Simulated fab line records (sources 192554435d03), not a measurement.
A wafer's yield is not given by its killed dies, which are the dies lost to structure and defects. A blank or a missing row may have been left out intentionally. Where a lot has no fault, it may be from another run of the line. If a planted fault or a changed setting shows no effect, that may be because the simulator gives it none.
Split-lot trial / flow n5Finfet / 21 wafers read across 7 lots, on a route 1938 steps long

THE SPLIT
At N5_BEOL_M5_ETCH_41 (etches SiCN in CH3F/O2, target depth 31.5 nm, time 56.7 s), the setting sourceW was moved away from the recipe's 395 W on 12 of the 21 wafers read, by -16.5% to +17.1%. This setting was run at the recipe's value on the other wafers.

The reading is taken at the split's own step.

THE READING
rfVppV, in V, at N5_BEOL_M5_ETCH_41 (etches SiCN in CH3F/O2, target depth 31.5 nm, time 56.7 s). On this fab line, fault-free wafers typically give 297.2 V with a standard deviation of 1.5 V.

wafer=L075.2; tool, chamber at the split=rieDiel-03, 3; sourceW as run, W=462.5; against the recipe=+17.1%; rfVppV, V=284.7; against lot-mates on the recipe=no lot-mate on the recipe
wafer=L075.4; tool, chamber at the split=rieDiel-03, 2; sourceW as run, W=462.5; against the recipe=+17.1%; rfVppV, V=282.3; against lot-mates on the recipe=no lot-mate on the recipe
wafer=L075.5; tool, chamber at the split=rieDiel-03, 2; sourceW as run, W=462.5; against the recipe=+17.1%; rfVppV, V=283.0; against lot-mates on the recipe=no lot-mate on the recipe
wafer=L078.1; tool, chamber at the split=rieDiel-01, 0; sourceW as run, W=335.7; against the recipe=-15.0%; rfVppV, V=310.4; against lot-mates on the recipe=+12.9
wafer=L078.3; tool, chamber at the split=rieDiel-01, 2; sourceW as run, W=395; against the recipe=recipe; rfVppV, V=296.3; against lot-mates on the recipe=-
wafer=L078.5; tool, chamber at the split=rieDiel-01, 3; sourceW as run, W=395; against the recipe=recipe; rfVppV, V=298.6; against lot-mates on the recipe=-
wafer=L081.2; tool, chamber at the split=rieDiel-05, 0; sourceW as run, W=445.7; against the recipe=+12.8%; rfVppV, V=283.8; against lot-mates on the recipe=-13.1
wafer=L081.5; tool, chamber at the split=rieDiel-05, 2; sourceW as run, W=395; against the recipe=recipe; rfVppV, V=296.9; against lot-mates on the recipe=-
wafer=L081.6; tool, chamber at the split=rieDiel-05, 0; sourceW as run, W=445.7; against the recipe=+12.8%; rfVppV, V=283.5; against lot-mates on the recipe=-13.4
wafer=L077.4; tool, chamber at the split=rieDiel-05, 0; sourceW as run, W=395; against the recipe=recipe; rfVppV, V=294.1; against lot-mates on the recipe=-
wafer=L077.5; tool, chamber at the split=rieDiel-05, 3; sourceW as run, W=374.7; against the recipe=-5.1%; rfVppV, V=304.2; against lot-mates on the recipe=+8.9
wafer=L077.6; tool, chamber at the split=rieDiel-05, 2; sourceW as run, W=395; against the recipe=recipe; rfVppV, V=296.5; against lot-mates on the recipe=-
wafer=L082.1; tool, chamber at the split=rieDiel-01, 2; sourceW as run, W=329.7; against the recipe=-16.5%; rfVppV, V=313.6; against lot-mates on the recipe=no lot-mate on the recipe
wafer=L082.4; tool, chamber at the split=rieDiel-01, 3; sourceW as run, W=329.7; against the recipe=-16.5%; rfVppV, V=315.7; against lot-mates on the recipe=no lot-mate on the recipe
wafer=L082.5; tool, chamber at the split=rieDiel-01, 1; sourceW as run, W=329.7; against the recipe=-16.5%; rfVppV, V=315.0; against lot-mates on the recipe=no lot-mate on the recipe
wafer=L084.2; tool, chamber at the split=rieDiel-05, 2; sourceW as run, W=395; against the recipe=recipe; rfVppV, V=296.2; against lot-mates on the recipe=-
wafer=L084.3; tool, chamber at the split=rieDiel-05, 0; sourceW as run, W=395; against the recipe=recipe; rfVppV, V=295.4; against lot-mates on the recipe=-
wafer=L084.6; tool, chamber at the split=rieDiel-05, 2; sourceW as run, W=395; against the recipe=recipe; rfVppV, V=296.2; against lot-mates on the recipe=-
wafer=L086.1; tool, chamber at the split=rieDiel-05, 0; sourceW as run, W=364.4; against the recipe=-7.7%; rfVppV, V=303.8; against lot-mates on the recipe=+6.4
wafer=L086.2; tool, chamber at the split=rieDiel-05, 3; sourceW as run, W=395; against the recipe=recipe; rfVppV, V=297.4; against lot-mates on the recipe=-
wafer=L086.3; tool, chamber at the split=rieDiel-05, 1; sourceW as run, W=364.4; against the recipe=-7.7%; rfVppV, V=306.4; against lot-mates on the recipe=+9.0

FIT RESULTS
A straight line over all 21 wafers: rfVppV changes by -0.953 V for each +1% of sourceW; r = -0.99; the points scatter about the line by 1.8 V.
The same after taking each lot's own level away (the mean of its wafers on the recipe; 15 wafers): -0.997 V for each +1%; r = -0.98; scatter 1.5 V.
On that fit, the largest move of sourceW shifts the reading by 17 V.
Across the lots, their own levels run from 295.30 to 297.45 V, a range of 1.4 times the standard deviation given above.
The two slopes agree, so the slope changes little with the lot-to-lot level.
Check: with one of the wafers moved furthest among these (-15.0%) left out of the fit, the line predicts +16.2 V for it against its lot-mates. Against them it came out at +12.9 V.
Tool readings at the split's step, against how far the setting was moved: rfVppV r = -0.99.

OTHER SPLITS APPLIED TO THESE WAFERS
These wafers also went through other splits before the reading. Each is held against what the fit with the lots' levels taken away leaves over:
other split on the same wafers=N5_BEOL_M5_COAT_71 spinRpm; wafers away from the commonest value=10; r with rfVppV (lot level and that fit taken away)=+0.37
other split on the same wafers=N5_BEOL_M5_COAT_05 spinRpm; wafers away from the commonest value=6; r with rfVppV (lot level and that fit taken away)=-0.16

THE FILE'S OWN FIT
rfVppV changes by -0.986 V for each +1% of sourceW, r = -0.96.
